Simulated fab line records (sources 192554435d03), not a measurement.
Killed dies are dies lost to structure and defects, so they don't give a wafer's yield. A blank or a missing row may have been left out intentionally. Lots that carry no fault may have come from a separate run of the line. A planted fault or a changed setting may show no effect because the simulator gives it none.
Chamber matching | flow n5 finfet | rie diel-05 running N5_BEOL_M8_ETCH_66: 4 sister chambers
The step etches SOC in N2/H2, target depth 80 nm, overetch 16 nm, time 120 s. 14 wafers are shown with their chamber, then 7 later ones without.

WAFERS, EACH WITH ITS CHAMBER
wafer  | chamber | showerhead plenum p Torr (Torr) | throttle valve pct (%) | drypump motor current A (A)
L077.3 | 3       | 2.71                            | 17.68                  | 5.8
L077.4 | 2       | 2.63                            | 17.87                  | 5.9
L077.6 | 3       | 2.71                            | 17.69                  | 5.7
L082.1 | 3       | 2.70                            | 17.70                  | 5.7
L082.2 | 1       | 2.42                            | 18.03                  | 5.5
L082.3 | 0       | 2.57                            | 17.46                  | 5.0
L082.4 | 2       | 2.63                            | 17.87                  | 5.9
L082.5 | 0       | 2.57                            | 17.44                  | 5.0
L082.6 | 3       | 2.70                            | 17.68                  | 5.7
L087.1 | 3       | 2.70                            | 17.73                  | 5.8
L087.2 | 0       | 2.56                            | 17.47                  | 5.0
L087.6 | 0       | 2.56                            | 17.46                  | 5.0
L089.3 | 2       | 2.62                            | 17.92                  | 5.9
L089.4 | 0       | 2.56                            | 17.47                  | 4.9

SIGNATURES (averages over the wafers above)
reading                  | chamber 0 | chamber 1 | chamber 2 | chamber 3 | scatter within a chamber
showerhead plenum p Torr | 2.5640    | 2.4200    | 2.6267    | 2.7040    | 0.00554
throttle valve pct       | 17.4600   | 18.0300   | 17.8867   | 17.6960   | 0.02
drypump motor current A  | 4.980     | 5.500     | 5.900     | 5.740     | 0.0447
Rule: a wafer lies at a distance from a chamber equal to the root of the sum of squares, over the readings, of (its reading less the chamber's mean, divided by the reading's scatter). If the next closest chamber is less than 2 further off than the closest, the wafer can't be placed; otherwise it belongs to the closest. The scatter: take each reading less its chamber's mean, square it, sum over the shown wafers, divide by the number of wafers less the number of chambers, and take the root.

WAFERS WITHOUT THEIR CHAMBER
wafer  | showerhead plenum p Torr (Torr) | throttle valve pct (%) | drypump motor current A (A)
L089.5 | 2.70                            | 17.72                  | 5.7
L093.1 | 2.56                            | 17.50                  | 5.0
L093.2 | 2.69                            | 17.74                  | 5.7
L093.3 | 2.62                            | 17.94                  | 5.9
L096.1 | 2.69                            | 17.75                  | 5.7
L096.2 | 2.61                            | 17.94                  | 5.9
L096.4 | 2.55                            | 17.49                  | 5.0

WHICH CHAMBER EACH ONE RAN IN
wafer  | from the rows above | in truth
L089.5 | 3                   | 3
L093.1 | 0                   | 0
L093.2 | 3                   | 3
L093.3 | 2                   | 2
L096.1 | 3                   | 3
L096.2 | 2                   | 2
L096.4 | 0                   | 0
Correct placement for 7 of the 7. Not placeable from these rows: 0. 0 placed wrongly.
